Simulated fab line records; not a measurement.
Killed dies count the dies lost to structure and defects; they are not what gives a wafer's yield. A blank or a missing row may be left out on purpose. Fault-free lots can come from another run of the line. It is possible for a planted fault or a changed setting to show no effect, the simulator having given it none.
fab line records    flow n5Finfet
record lots=7  wafers=21  lastDay=16
route steps=1938 shown BEOL_M10@1486 BEOL_M15@1830 PASSIVATION@1936
lots that met no fault: from a run of the same line without faults
startH: start of the lot's first displayed wafer, in hours after the record's first day    waitH: time in hours since the lot's previous step    " the same as in the row above    L1.1+2: one row covering several wafers at once    - no value, or no start was given    * or withheld: withheld    < > ~ a bound
route shown NAME@n: names a module that has steps shown in the file, with the first one's number in the route    usual: mean and standard deviation over wafers with no fault    same: alike in all rows    chamber/n: place in a boat    sites: readings site by site    _std_site: standard deviation of those values    _edge_site: inner sites' mean taken away from outer sites' mean    radiusMm: how far each site lies from the wafer's centre    mask NAME#n: copy n    behind: the tool/chamber that last shaped the wafer    hold: why the lot went on hold/how many hours it stayed there/how the hold came to an end    device: which transistor (n, p or np) failed to switch    end of line: tests run on the same wafers once the route is complete    step lacking rows: just its recipe    killed: at the first sort, the dies lost to defects and structure; wafer yield is something else    map: the dies of a wafer, with x for killed, . for not killed, _ for no die there
set.NAME: the setting as run; set.NAME@STEP: as run at that earlier step    model.NAME: the simulator's own value behind a step, which no gauge read
one table for each step of the route and one row for each wafer, over a sample of lots
services: a tool's chamber out of use, with start hour (startH, from the record's first day; less than 0 if before it), hours out, and reason
## steps
# step N5_BEOL_M10_DESCUM_16
# recipe chemistry=O2  timeS=7.9  sourcePowerW=50  biasPowerW=20  pressureMtorr=20  rfFrequencyHz=2.712e+07  tempC=40  resist=CAR-ArF  o2FlowSccm=225
# usual chamberPressureMTorr=19.998/0.018  drypumpMotorCurrentA=5.9/0.35  oesProductAu=0.78/0.09  rfVppV=242.3/1.3  showerheadPlenumPTorr=2.04/0.068  throttleValvePct=20.53/0.27
lot.wafer  tool        chamber  startH  waitH  chamberPressureMTorr  drypumpMotorCurrentA  oesProductAu  rfHoursCounterH  rfVppV  showerheadPlenumPTorr  throttleValvePct
L941.1     rieDiel-05  1        219.61  0.4    20.009                5.1                   0.92          35               243.1   2.04                   20.15
L941.2     "           0        "       "      19.991                5.6                   0.83          75               241.3   2.02                   20.26
L941.4     "           2        "       "      19.976                6.2                   0.91          19               243.5   2.13                   20.39
L946.1     rieDiel-02  1        270.65  0.0    20.017                5.0                   0.69          217              241.7   1.98                   20.41
L946.3     "           3        "       "      19.986                6.1                   0.69          228              241.2   1.97                   20.98
L946.5     "           2        "       "      19.971                6.1                   0.72          -                243.8   2.16                   20.96
L955.3     rieDiel-05  1        310.34  0.0    19.993                5.1                   0.86          73               241.2   2.02                   20.20
L955.5     "           1        "       "      19.992                5.1                   0.86          -                241.9   2.02                   20.21
L955.6     "           0        "       "      19.995                5.7                   0.80          -                241.8   2.01                   20.30
L953.2     rieDiel-06  2        311.00  0.1    19.961                5.9                   0.87          59               241.5   2.05                   20.13
L953.3     "           1        "       "      20.007                6.0                   0.71          212              242.8   2.07                   20.71
L953.5     "           2        "       "      19.993                5.9                   0.88          -                241.8   2.05                   20.14
L956.2     rieDiel-06  1        323.39  0.0    19.993                5.9                   0.71          216              241.8   2.07                   20.71
L956.4     "           3        "       "      19.979                6.2                   0.72          213              241.1   1.99                   20.60
L956.5     "           0        "       "      20.010                5.8                   0.85          -                242.4   2.03                   20.40
L958.1     rieDiel-06  2        330.18  0.2    20.006                5.9                   0.87          66               242.3   2.04                   20.14
L958.3     "           0        "       "      19.995                5.8                   0.85          72               242.1   2.03                   20.40
L958.6     "           3        "       "      20.017                6.2                   0.72          -                242.2   1.99                   20.60
L959.2     rieDiel-06  0        343.97  0.0    19.995                5.8                   0.85          77               241.5   2.03                   20.42
L959.3     "           1        "       "      20.000                6.0                   0.70          224              242.3   2.07                   20.72
L959.5     "           0        "       "      19.972                5.7                   0.84          -                242.6   2.03                   20.43
# step N5_BEOL_M10_ETCH_61
# recipe chemistry=CF4  target=SiARC  targetDepthA=390  maskMaterial=CAR-ArF  timeS=65  ionEnergyEv=80  pressureMtorr=40  sourceW=545  biasW=36  Ar_flow_sccm=100  cf4FlowSccm=100  ends=cleared
# usual cf4FlowSccm=100.02/0.29  chamberPressureMTorr=40.00/0.038  drypumpMotorCurrentA=5.8/0.36  etchRfOnTimeS=65.4/1.1  oesProductAu=0.66/0.077  rfVppV=183.5/1.2  showerheadPlenumPTorr=2.10/0.062  throttleValvePct=15.72/0.28
lot.wafer  tool        chamber  startH  waitH  cf4FlowSccm  chamberPressureMTorr  drypumpMotorCurrentA  etchRfOnTimeS  oesProductAu  rfHoursCounterH  rfVppV  showerheadPlenumPTorr  throttleValvePct
L941.1     rieDiel-05  1        219.65  0.0    100.46       39.99                 5.1                   64.4           0.79          35               183.9   2.09                   15.34
L941.2     "           0        "       "      99.96        40.01                 5.7                   64.5           0.71          75               185.3   2.08                   15.45
L941.4     "           2        "       "      99.56        40.00                 6.3                   63.7           0.78          19               185.0   2.19                   15.55
L946.1     rieDiel-02  1        270.69  0.0    100.04       39.99                 5.0                   66.0           0.60          217              182.7   2.04                   15.72
L946.3     "           3        "       "      100.14       39.97                 6.1                   64.6           0.59          228              182.0   2.04                   16.24
L946.5     "           2        "       "      100.49       39.98                 6.1                   66.2           0.61          -                185.3   2.20                   16.09
L955.3     rieDiel-05  1        310.38  0.0    100.47       39.97                 5.1                   65.1           0.72          73               183.4   2.08                   15.40
L955.5     "           1        "       "      100.92       40.03                 5.1                   64.8           0.73          -                182.9   2.08                   15.42
L955.6     "           0        "       "      99.59        39.95                 5.7                   63.7           0.69          -                183.2   2.07                   15.54
L953.2     rieDiel-06  2        311.03  0.0    99.50        39.93                 5.9                   64.7           0.75          59               182.0   2.09                   15.25
L953.3     "           1        "       "      100.53       40.08                 6.0                   65.5           0.60          212              184.4   2.12                   15.89
L953.5     "           2        "       "      99.83        40.06                 5.9                   64.3           0.74          -                182.2   2.09                   15.24
L956.2     rieDiel-06  1        323.42  0.0    99.93        40.00                 6.0                   66.4           0.60          216              183.4   2.12                   15.90
L956.4     "           3        "       "      100.20       39.97                 6.2                   66.1           0.61          213              183.9   2.05                   15.81
L956.5     "           0        "       "      100.20       40.01                 5.8                   65.1           0.73          -                183.9   2.09                   15.58
L958.1     rieDiel-06  2        330.21  0.0    100.26       40.01                 5.9                   65.1           0.73          66               183.8   2.09                   15.27
L958.3     "           0        "       "      99.56        39.98                 5.8                   65.1           0.72          72               183.3   2.09                   15.58
L958.6     "           3        "       "      99.61        40.02                 6.1                   66.1           0.61          -                182.5   2.04                   15.82
L959.2     rieDiel-06  0        344.01  0.0    99.90        39.97                 5.8                   64.0           0.72          77               183.6   2.08                   15.58
L959.3     "           1        "       "      99.81        39.94                 6.0                   65.5           0.60          224              182.7   2.11                   15.89
L959.5     "           0        "       "      100.14       39.96                 5.8                   63.8           0.73          -                183.9   2.08                   15.59
# step N5_BEOL_M10_CD_MEAS_28
# recipe targetCdNm=70  landingEnergyEv=500  detector=seInlens  polarity=opening
# usual cdNm=70.2/0.86
lot.wafer  tool      chamber  startH  waitH  cdNm
L941.1     cdSem-03  0        221.62  -      71.5
L941.2     "         0        "       "      70.3
L941.4     "         0        "       "      72.5
L946.1     cdSem-02  0        271.39  -      70.6
L946.3     "         0        "       "      70.2
L946.5     "         0        "       "      70.8
L955.3     cdSem-01  0        311.32  -      68.9
L955.5     "         0        "       "      68.4
L955.6     "         0        "       "      68.9
L953.2     cdSem-02  0        311.77  -      69.9
L953.3     "         0        "       "      69.1
L953.5     "         0        "       "      68.7
L956.2     cdSem-02  0        325.65  -      71.2
L956.4     "         0        "       "      71.7
L956.5     "         0        "       "      70.9
L958.1     cdSem-02  0        333.19  -      69.1
L958.3     "         0        "       "      69.9
L958.6     "         0        "       "      69.6
L959.2     cdSem-03  0        344.94  -      69.8
L959.3     "         0        "       "      70.5
L959.5     "         0        "       "      69.8
# step N5_BEOL_M10_TRENCH_ETCH_37
# recipe chemistry=C4F6/O2  targetDepthA=1488.3  target=SiCOH_lowk  timeS=48  ionEnergyEv=250  pressureMtorr=30  sourceW=345  biasW=185  Ar_flow_sccm=300  C4F6_flow_sccm=10  O2_flow_sccm=10
# usual chamberPressureMTorr=29.998/0.025  drypumpMotorCurrentA=5.8/0.41  oesProductAu=0.77/0.086  rfVppV=665/6.4  runLengthS=71.4/0.47  showerheadPlenumPTorr=2.80/0.09  throttleValvePct=21.06/0.28
lot.wafer  tool        chamber  startH  waitH  chamberPressureMTorr  drypumpMotorCurrentA  oesProductAu  rfHoursCounterH  rfVppV  runLengthS  showerheadPlenumPTorr  throttleValvePct
L941.1     rieDiel-02  2        222.02  -      29.978                6.2                   0.74          199              677     71.5        2.93                   21.36
L941.2     "           0        "       "      29.989                5.9                   0.68          230              659     71.8        2.69                   21.08
L941.4     "           3        "       "      29.981                6.1                   0.71          212              660     70.6        2.71                   21.50
L946.1     rieDiel-02  1        272.36  -      29.977                5.0                   0.69          218              660     71.4        2.72                   21.01
L946.3     "           3        "       "      29.998                6.1                   0.69          229              660     71.0        2.71                   21.52
L946.5     "           2        "       "      29.974                6.2                   0.72          -                677     71.7        2.93                   21.40
L955.3     rieDiel-02  1        311.71  -      30.007                5.0                   0.68          234              660     71.2        2.71                   21.03
L955.5     "           3        "       "      30.000                6.1                   0.69          -                660     70.7        2.70                   21.56
L955.6     "           2        "       "      30.015                6.2                   0.70          -                676     80.2        2.92                   21.43
L953.2     rieDiel-02  2        312.87  -      29.979                6.2                   0.71          234              676     79.9        2.92                   21.41
L953.3     "           3        "       "      30.005                6.1                   0.68          247              661     71.0        2.70                   21.57
L953.5     "           2        "       "      30.005                6.2                   0.71          -                676     80.1        2.92                   21.43
L956.2     rieDiel-02  2        326.12  -      30.051                6.1                   0.71          237              676     79.9        2.92                   21.43
L956.4     "           0        "       "      29.991                5.9                   0.97          2                670     71.2        3.02                   20.72
L956.5     "           3        "       "      29.970                6.1                   0.68          -                659     70.6        2.70                   21.56
L958.1     rieDiel-05  0        333.59  -      30.042                5.7                   0.79          114              660     71.9        2.74                   20.81
L958.3     "           1        "       "      29.955                5.1                   0.84          81               668     71.0        2.77                   20.79
L958.6     "           0        "       "      30.015                5.7                   0.80          -                662     72.1        2.74                   20.83
L959.2     rieDiel-05  2        345.34  -      30.002                6.2                   0.83          71               662     72.1        2.88                   21.05
L959.3     "           0        "       "      30.009                5.6                   0.79          120              661     71.7        2.74                   20.84
L959.5     "           2        "       "      29.965                6.2                   0.83          -                663     71.6        2.88                   21.05
# step N5_BEOL_M10_OCD_MEAS_38
# usual trenchDepthNm=147.7/2.3
lot.wafer  tool    chamber  startH  waitH  trenchDepthNm
L941.1     ocd-02  -        222.20  -      145.8
L941.2     "       -        "       "      140.7
L941.4     "       -        "       "      148.5
L946.1     ocd-01  -        272.56  -      145.8
L946.3     "       -        "       "      147.6
L946.5     "       -        "       "      145.6
L955.3     ocd-01  -        311.90  -      146.6
L955.5     "       -        "       "      149.1
L955.6     "       -        "       "      172.6
L953.2     ocd-02  -        313.05  -      174.5
L953.3     "       -        "       "      148.4
L953.5     "       -        "       "      174.7
L956.2     ocd-02  -        326.31  -      171.7
L956.4     "       -        "       "      148.1
L956.5     "       -        "       "      146.8
L958.1     ocd-02  -        333.77  -      148.4
L958.3     "       -        "       "      147.5
L958.6     "       -        "       "      150.3
L959.2     ocd-01  -        345.52  -      150.0
L959.3     "       -        "       "      150.1
L959.5     "       -        "       "      149.1
# step N5_BEOL_M10_THK_MEAS_53
# recipe thkMeasGauge=xrf  reads=Cu_of_BEOL_M10_ECD_50
# usual M10_THK=138.4/2.7
lot.wafer  tool          chamber  startH  waitH  M10_THK[nm]
L941.1     filmMetro-02  -        225.27  -      136.8
L941.2     "             -        "       "      131.8
L941.4     "             -        "       "      137.3
L946.1     filmMetro-01  -        276.80  -      136.7
L946.3     "             -        "       "      138.1
L946.5     "             -        "       "      136.7
L955.3     filmMetro-01  -        314.02  -      138.9
L955.5     "             -        "       "      140.5
L955.6     "             -        "       "      163.8
L953.2     filmMetro-01  -        317.10  -      164.8
L953.3     "             -        "       "      139.4
L953.5     "             -        "       "      165.0
L956.2     filmMetro-02  -        328.77  -      162.6
L956.4     "             -        "       "      138.6
L956.5     "             -        "       "      137.3
L958.1     filmMetro-02  -        335.92  -      140.2
L958.3     "             -        "       "      138.9
L958.6     "             -        "       "      141.9
L959.2     filmMetro-01  -        348.61  -      142.0
L959.3     "             -        "       "      140.8
L959.5     "             -        "       "      141.0
# step N5_BEOL_M10_RS_MEAS_57
# recipe thkMeasGauge=four-point-probe  reads=Cu_of_BEOL_M10_ECD_50+Co_of_BEOL_M10_CVD_75+TaN_of_BEOL_M10_ALD_74
# usual M10_RS=0.1530/0.0029
lot.wafer  tool          chamber  startH  waitH  M10_RS[ohm/sq]
L941.1     filmMetro-01  -        225.40  0.1    0.1546
L941.2     "             -        "       "      0.1614
L941.4     "             -        "       "      0.1529
L946.1     filmMetro-01  -        276.96  0.1    0.1554
L946.3     "             -        "       "      0.1539
L946.5     "             -        "       "      0.1562
L955.3     filmMetro-02  -        314.16  0.1    0.1541
L955.5     "             -        "       "      0.1523
L955.6     "             -        "       "      0.1283
L953.2     filmMetro-01  -        317.24  0.1    0.1276
L953.3     "             -        "       "      0.1533
L953.5     "             -        "       "      0.1272
L956.2     filmMetro-01  -        328.90  0.1    0.1284
L956.4     "             -        "       "      0.1530
L956.5     "             -        "       "      0.1547
L958.1     filmMetro-01  -        336.06  0.1    0.1516
L958.3     "             -        "       "      0.1528
L958.6     "             -        "       "      0.1491
L959.2     filmMetro-02  -        348.74  0.1    0.1505
L959.3     "             -        "       "      0.1511
L959.5     "             -        "       "      0.1510
# step N5_BEOL_M15_RC_MEAS_101
# usual COMB_M11=1.52e-11/3e-12  COMB_M12=7.1e-12/1.2e-12  COMB_M13=5.5e-12/1.1e-12  COMB_M14=4.4e-12/7.3e-13  COMB_M14_max_site=5.9e-12/1.2e-12  COMB_M15=3.2e-12/6e-13  COMB_M5=3.7e-11/7.8e-12  COMB_M6=2.8e-11/5.6e-12  COMB_M7=2.6e-11/5.5e-12  COMB_M7_max_site=3.8e-11/8.1e-12  COMB_M8=2.7e-11/5.5e-12  COMB_M8_max_site=3.8e-11/9.1e-12  COMB_M9=1.55e-11/3e-12  SERP_M10=3.09/0.066  SERP_M10_max_site=3.19/0.084  SERP_M11=3.05/0.068  SERP_M12=0.641/0.017  SERP_M13=0.306/0.0052  SERP_M14=0.1613/0.003  SERP_M5=38.7/1.3  SERP_M6=13.8/0.43  SERP_M7=13.7/0.44  SERP_M8=14.0/0.43  SERP_M9=3.07/0.067  SERP_M9_max_site=3.15/0.071
lot.wafer  tool       chamber  startH  waitH  COMB_M11[S/m]  COMB_M12[S/m]  COMB_M13[S/m]  COMB_M14[S/m]  COMB_M14_max_site[S/m]  COMB_M15[S/m]  COMB_M5[S/m]  COMB_M6[S/m]  COMB_M7[S/m]  COMB_M7_max_site[S/m]  COMB_M8[S/m]  COMB_M8_max_site[S/m]  COMB_M9[S/m]  SERP_M10[ohm/um]  SERP_M10_max_site[ohm/um]  SERP_M11[ohm/um]  SERP_M12[ohm/um]  SERP_M13[ohm/um]  SERP_M14[ohm/um]  SERP_M5[ohm/um]  SERP_M6[ohm/um]  SERP_M7[ohm/um]  SERP_M8[ohm/um]  SERP_M9[ohm/um]  SERP_M9_max_site[ohm/um]
L941.1     prober-01  0        262.17  0.6    1.24e-11       6.1e-12        5.8e-12        6.2e-12        9.9e-12                 3.1e-12        3.6e-11       2.7e-11       2.6e-11       3.3e-11                3.5e-11       5.4e-11                2e-11         3.12              3.24                       3.20              0.640             0.305             0.1576            38.8             13.4             13.8             14.3             3.11             3.19
L941.2     "          0        "       "      1.2e-11        1.1e-11        5.1e-12        5e-12          5.8e-12                 2.7e-12        3.2e-11       2.1e-11       2.6e-11       3.3e-11                3.5e-11       5.4e-11                1.44e-11      3.24              3.36                       3.10              0.647             0.304             0.1616            37.6             13.6             13.3             14.1             3.06             3.18
L941.4     "          0        "       "      1.02e-11       7e-12          4.6e-12        5.5e-12        9.3e-12                 3.1e-12        3.1e-11       2e-11         2.3e-11       3e-11                  2.6e-11       4.9e-11                1.33e-11      3.10              3.13                       3.05              0.625             0.296             0.1619            38.4             13.3             14.2             14.6             3.02             3.11
L946.1     prober-01  0        318.23  0.4    1.57e-11       7.6e-12        7.1e-12        3.6e-12        4.2e-12                 2.7e-12        4.1e-11       3.4e-11       1.6e-11       2.3e-11                1.9e-11       2.6e-11                1.91e-11      3.14              3.18                       3.15              0.649             0.306             0.1616            37.6             13.5             13.0             13.4             3.03             3.14
L946.3     "          0        "       "      1.47e-11       9.1e-12        4.3e-12        3e-12          3.8e-12                 2.8e-12        2.6e-11       1.8e-11       2.9e-11       4.2e-11                2.5e-11       3.3e-11                1.01e-11      3.11              3.22                       2.98              0.644             0.314             0.1578            39.8             13.8             13.9             14.3             3.11             3.17
L946.5     "          0        "       "      1.42e-11       7.8e-12        4.3e-12        3.9e-12        4.7e-12                 2.5e-12        4.1e-11       3.2e-11       2.7e-11       3.6e-11                2.2e-11       3.4e-11                1.64e-11      3.15              3.32                       3.15              0.635             0.301             0.1631            38.8             13.2             13.2             14.7             3.06             3.17
L955.3     prober-01  0        347.59  0.3    1.56e-11       7e-12          5.3e-12        3.5e-12        4.3e-12                 4.4e-12        3.1e-11       3.2e-11       3.7e-11       5.5e-11                2.1e-11       3.5e-11                1.43e-11      3.13              3.22                       2.96              0.627             0.309             0.1585            37.9             13.4             13.8             14.3             3.02             3.11
L955.5     "          0        "       "      1.7e-11        6.7e-12        6e-12          3.5e-12        5.5e-12                 5.7e-12        3.3e-11       2.3e-11       2.9e-11       4.3e-11                1.7e-11       2.5e-11                1.67e-11      3.13              3.20                       3.11              0.607             0.303             0.1594            40.2             14.6             14.0             14.4             2.98             3.08
L955.6     "          0        "       "      1.36e-11       5.9e-12        5.1e-12        5e-12          5.6e-12                 2.6e-12        4e-11         1.9e-11       2.2e-11       4.3e-11                2e-11         3.5e-11                1.71e-11      2.59              2.62                       3.00              0.628             0.311             0.1621            40.3             14.0             14.2             14.1             3.23             3.30
L953.2     prober-01  0        349.50  0.2    1.72e-11       7.4e-12        4.4e-12        4.4e-12        6.4e-12                 2.8e-12        5.3e-11       2.3e-11       1.9e-11       2.9e-11                2e-11         2.7e-11                1.67e-11      2.61              2.66                       2.88              0.651             0.306             0.1555            38.7             13.1             12.9             13.7             3.00             3.16
L953.3     "          0        "       "      2.24e-11       7.5e-12        3.7e-12        4.4e-12        6.6e-12                 2.4e-12        4.5e-11       2.9e-11       2e-11         2.5e-11                2.1e-11       2.8e-11                1.59e-11      3.18              3.23                       3.05              0.654             0.302             0.1590            38.9             13.3             13.8             13.5             3.11             3.13
L953.5     "          0        "       "      1.71e-11       8.6e-12        4.5e-12        4.8e-12        6.3e-12                 2.6e-12        4.4e-11       2.5e-11       1.8e-11       2.7e-11                2.9e-11       5e-11                  1.37e-11      2.62              2.66                       3.00              0.652             0.302             0.1607            37.8             12.9             13.2             13.1             3.16             3.23
L956.2     prober-02  0        366.93  0.2    1.8e-11        7.9e-12        3.9e-12        4e-12          6.1e-12                 3.9e-12        3.2e-11       2.2e-11       2.1e-11       2.7e-11                2.9e-11       3.2e-11                1.25e-11      2.57              2.62                       3.00              0.631             0.307             0.1596            40.2             14.2             13.1             13.8             3.06             3.10
L956.4     "          0        "       "      1.32e-11       1.09e-11       4.5e-12        4.6e-12        5.7e-12                 3.1e-12        3.9e-11       3.1e-11       2.6e-11       3.3e-11                2.4e-11       2.9e-11                1.03e-11      3.04              3.22                       3.02              0.634             0.302             0.1637            39.2             13.6             13.0             13.8             2.95             3.00
L956.5     "          0        "       "      1.46e-11       8.5e-12        4.3e-12        4.4e-12        4.8e-12                 3.3e-12        3e-11         3.1e-11       2e-11         4.4e-11                2.7e-11       4e-11                  1.51e-11      3.13              3.18                       3.04              0.648             0.304             0.1612            38.7             14.6             13.9             13.4             3.09             3.16
L958.1     prober-01  0        371.23  0.0    1.56e-11       4e-12          5.5e-12        5.2e-12        7e-12                   3.9e-12        2.6e-11       3.1e-11       2.6e-11       3.1e-11                3e-11         3.8e-11                1.43e-11      3.09              3.21                       3.04              0.629             0.301             0.1601            39.3             13.7             13.6             13.8             3.21             3.32
L958.3     "          0        "       "      1.18e-11       6.6e-12        4.3e-12        3.8e-12        5.1e-12                 3e-12          3.7e-11       2.5e-11       2e-11         3.5e-11                2.4e-11       3.2e-11                1.38e-11      3.08              3.13                       2.92              0.669             0.317             0.1619            38.0             13.0             14.0             13.9             3.13             3.20
L958.6     "          0        "       "      1.38e-11       5.9e-12        4.2e-12        3.6e-12        4.5e-12                 3.5e-12        2.4e-11       3.1e-11       2e-11         3.3e-11                2.3e-11       4.1e-11                1.21e-11      2.99              3.09                       3.12              0.670             0.303             0.1634            38.3             13.0             14.4             13.9             3.17             3.23
L959.2     prober-01  0        378.73  0.2    1.78e-11       6.4e-12        4.8e-12        4.9e-12        5.2e-12                 2.9e-12        3.1e-11       2.2e-11       2.8e-11       3.1e-11                2.5e-11       3.6e-11                1.46e-11      3.06              3.14                       3.06              0.627             0.303             0.1601            38.3             13.2             13.1             13.6             3.02             3.07
L959.3     "          0        "       "      1.85e-11       5.4e-12        4.9e-12        3.3e-12        5.5e-12                 3.1e-12        4e-11         2.1e-11       2.9e-11       3.5e-11                2.8e-11       3.7e-11                1.39e-11      3.01              3.13                       3.08              0.635             0.314             0.1602            38.1             13.0             12.9             14.1             3.04             3.13
L959.5     "          0        "       "      1.5e-11        6e-12          7.1e-12        3.9e-12        4.9e-12                 4.7e-12        4.7e-11       1.7e-11       3.4e-11       4.4e-11                3.3e-11       4e-11                  9.7e-12       3.13              3.25                       3.11              0.641             0.307             0.1589            38.2             13.3             13.2             13.4             3.08             3.17
# sites SERP_M10 radiusMm=0,75,75,75,75,140,140,140,140
L941.1 3.19 3.22 3.23 3.24 3.12 3.07 3.10 3.09 3.03
L946.1 3.16 3.18 3.12 3.09 3.17 3.14 3.06 3.04 3.16
L955.3 3.07 3.13 3.07 3.16 3.18 3.17 3.08 3.11 3.22
L953.2 2.61 2.63 2.66 2.66 2.58 2.60 2.61 2.66 2.55
L956.2 2.57 2.59 2.62 2.57 2.55 2.55 2.57 2.60 2.53
L958.1 2.96 3.07 3.09 3.03 3.04 3.13 3.18 3.16 3.21
L959.2 3.11 3.06 3.06 3.14 3.12 3.03 2.98 2.98 2.96
# step N5_PASSIVATION_PROBE_49
# usual defectLimitedYield=91.1/1.3  killed_at_M0_to_M3=34/10  killed_at_M4_up=14/5.7  killedAtContacts=12/5.9  killedAtFrontEnd=41/12  killedAtOther=4/3.1  killedDies=105/15  killedOpen=69/11  killedShort=35/7.8  sort_bin_5_function=5.3/0.81  sort_bin_6_memory=3.3/0.75  sort_bin_8_speed=0.00/0.007  sortNPass=1075/15  sortYieldPct=91.1/1.3
# same grossDies=1180  killedAtBackSide=0  sort_bin_4_leakage[%]=0
lot.wafer  tool       chamber  startH  waitH  defectLimitedYield[%]  killed_at_M0_to_M3  killed_at_M4_up  killedAtContacts  killedAtFrontEnd  killedAtOther  killedDies  killedOpen  killedShort  sort_bin_5_function[%]  sort_bin_6_memory[%]  sort_bin_8_speed[%]  sortNPass  sortYieldPct[%]
L953.5     prober-01  -        364.37  0.2    91.8                   19                  14               11                39                14             97          53          38           4.6                     3.1                   0                    1083       91.8
# killed by level:class
L953.5 STI_FIN_REVEAL:geometricParticle:open=8 BEOL_M4:geometricParticle:open=8 FIN_SAQP:geometricParticle:open=7 MOL_CONTACT_COAG:geometricParticle:open=6 BEOL_M3:geometricParticle:open=6 MOL_CONTACT_COAG:geometricParticle:short=5 PAD_METAL:geometricParticle:short=5 PAD_METAL:geometricParticle:open=4
## services
tool        chamber  startH  hours  kind
rieDiel-06  2        209.85  1.5    repair
rieDiel-02  -        243.77  0.4    repair
rieDiel-05  0        246.43  14.1   repair
rieDiel-06  1        249.84  9.5    repair
rieDiel-05  3        260.62  -      clean
rieDiel-05  3        260.62  -      consumableReplace:focusRing
rieDiel-05  3        260.62  24.3   scheduledDown
rieDiel-05  3        260.62  24.3   ventCycle
rieDiel-06  0        274.73  1.6    repair
rieDiel-06  0        276.83  7.2    repair
rieDiel-02  0        286.55  12.4   repair
rieDiel-02  -        320.74  3.6    repair
rieDiel-02  3        326.28  -      clean
rieDiel-02  3        326.28  -      consumableReplace:focusRing
rieDiel-02  3        326.28  -      consumableReplace:showerhead
rieDiel-02  3        326.28  17.4   scheduledDown
rieDiel-02  3        326.28  17.4   ventCycle
rieDiel-02  2        328.81  3.2    repair
## key
firstSign step=N5_BEOL_M10_TRENCH_ETCH_37  reading=runLengthS  direction=up  sigmas=18  usual=*  struck=*
effect step=N5_BEOL_M10_OCD_MEAS_38  reading=trenchDepthNm  direction=up  sigmas=11  usual=147.7  struck=173.4
effect step=N5_BEOL_M10_THK_MEAS_53  reading=M10_THK  direction=up  sigmas=9.6  usual=138.4  struck=164.1
effect step=N5_BEOL_M10_RS_MEAS_57  reading=M10_RS  direction=down  sigmas=8.5  usual=0.1530  struck=0.1279
effect step=N5_BEOL_M15_RC_MEAS_101  reading=SERP_M10  direction=down  sigmas=7.4  usual=3.09  struck=2.60
metAt N5_BEOL_M10_TRENCH_ETCH_37
struckLots L953,L955,L956
struckWafers L953.2,L953.5,L955.6,L956.2
notActingAt N5_BEOL_M10_DESCUM_16,N5_BEOL_M10_ETCH_61,N5_BEOL_M10_CD_MEAS_28
onsetBetween 272.36 311.71
fault kind=processParameterDrift  tool=rieDiel-02  chamber=2  onsetH=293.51  steps=N5_BEOL_M10_TRENCH_ETCH_37  channel=timeS  offset=*  shape=step  endH=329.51  actsIn=*  stated=*
